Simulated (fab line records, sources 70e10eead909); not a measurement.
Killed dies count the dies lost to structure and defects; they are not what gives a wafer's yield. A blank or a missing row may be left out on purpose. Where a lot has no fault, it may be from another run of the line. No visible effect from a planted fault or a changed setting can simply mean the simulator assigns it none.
Matching of chambers ; flow nand harc ; rie diel-04 running NHARC_A_STAIRCASE_ETCH_15: 4 sister chambers
The step etches the open film in C4F8/O2, target depth 100 nm, time 40.5 s. 8 wafers are shown with their chamber, then 8 later ones without.

## WAFERS WITH THEIR CHAMBER
wafer;chamber;rf vpp V (V);oes product au (a.u.)
L811.6;0;905;0.932
L812.3;2;896;0.944
L816.2;3;887;0.937
L816.3;0;903;0.947
L823.3;2;893;0.938
L823.4;1;904;0.926
L823.6;1;904;0.926
L825.1;3;888;0.964

## WAFERS WITHOUT THEIR CHAMBER
wafer;rf vpp V (V);oes product au (a.u.)
L825.2;905;0.946
L825.3;904;0.945
L831.1;906;0.926
L831.3;905;0.928
L831.4;906;0.927
L832.2;904;0.929
L832.5;903;0.929
L832.6;896;0.948

## EACH ONE'S CHAMBER
wafer;from the rows above;in truth
L825.2;can't be placed: 0 or 1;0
L825.3;can't be placed: 0 or 1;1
L831.1;can't be placed: 1 or 0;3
L831.3;can't be placed: 1 or 0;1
L831.4;can't be placed: 1 or 0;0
L832.2;can't be placed: 1 or 0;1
L832.5;can't be placed: 1 or 0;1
L832.6;2;2
Correct placement for 1 of the 8. Cannot be placed on the basis of these rows: 7; the candidates contain the true chamber in 6. Wrongly placed: 0.
How it was worked out, from the rows above alone: a wafer's distance from a chamber is the root of the sum, over the readings, of the square of ((its reading less the chamber's mean) divided by the reading's scatter). The wafer belongs to the nearest chamber; if the next one is less than 2 further off, it can't be placed. For every chamber, the mean is computed from those of its wafers that are shown. How the scatter is found: for the shown wafers, subtract from each reading the mean of its chamber, square and add these, divide the total by (wafers less chambers), then take the root.
